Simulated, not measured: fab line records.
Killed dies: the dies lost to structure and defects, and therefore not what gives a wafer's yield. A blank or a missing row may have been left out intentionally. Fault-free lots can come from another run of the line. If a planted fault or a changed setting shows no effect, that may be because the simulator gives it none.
Matching of chambers	flow n5-finfet	3 sister chambers for N5_PASSIVATION_PECVD_35 on pecvd-01
The step deposits SiNx from SiH4/NH3/N2, target thk 700 nm, time 151.3 s. 14 wafers are shown with their chamber, then 7 later ones without.

WAFERS, EACH WITH ITS CHAMBER
wafer	chamber	throttle-valve-pct (%)	heater-power-w (W)	showerhead-plenum-p-Torr (Torr)
L188.3	2	27.3	339	8.70
L188.4	0	28.7	330	8.73
L188.6	1	31.0	515	8.68
L190.3	1	30.9	548	8.68
L190.5	0	28.6	373	8.72
L190.6	1	30.9	389	8.67
L191.1	2	26.8	317	8.71
L191.2	1	30.6	523	8.68
L191.6	2	27.3	355	8.70
L195.1	0	28.5	353	8.72
L195.3	2	27.1	416	8.67
L195.6	0	28.8	372	8.73
L204.2	1	30.8	487	8.64
L204.4	1	30.8	526	8.69

SIGNATURES (means of the wafers above)
reading	chamber 0	chamber 1	chamber 2	scatter within a chamber
throttle-valve-pct	28.650	30.833	27.125	0.168
heater-power-w	357.00	498.00	356.75	45.6
showerhead-plenum-p-Torr	8.7250	8.6733	8.6950	0.0152
Rule: for a wafer and a chamber, the distance is found by dividing, reading by reading, the gap between the wafer's reading and the chamber's mean by the reading's scatter, squaring, summing and taking the root. If the next closest chamber is less than 2 further off than the closest, the wafer can't be placed; otherwise it belongs to the closest. How the scatter is found: for the shown wafers, subtract from each reading the mean of its chamber, square and add these, divide the total by (wafers less chambers), then take the root.

WAFERS WITH NO CHAMBER GIVEN
wafer	throttle-valve-pct (%)	heater-power-w (W)	showerhead-plenum-p-Torr (Torr)
L204.6	27.5	410	8.68
L208.3	27.4	283	8.70
L208.4	27.4	335	8.69
L208.5	30.7	401	8.67
L211.2	30.8	564	8.67
L211.3	28.6	332	8.74
L211.5	27.3	433	8.68

CHAMBER TAKEN BY EACH
wafer	from the rows above	in truth
L204.6	2	2
L208.3	2	2
L208.4	2	2
L208.5	1	1
L211.2	1	1
L211.3	0	0
L211.5	2	2
Placed correctly: 7 of 7. Not placeable from these rows: 0. Placed wrongly: 0.
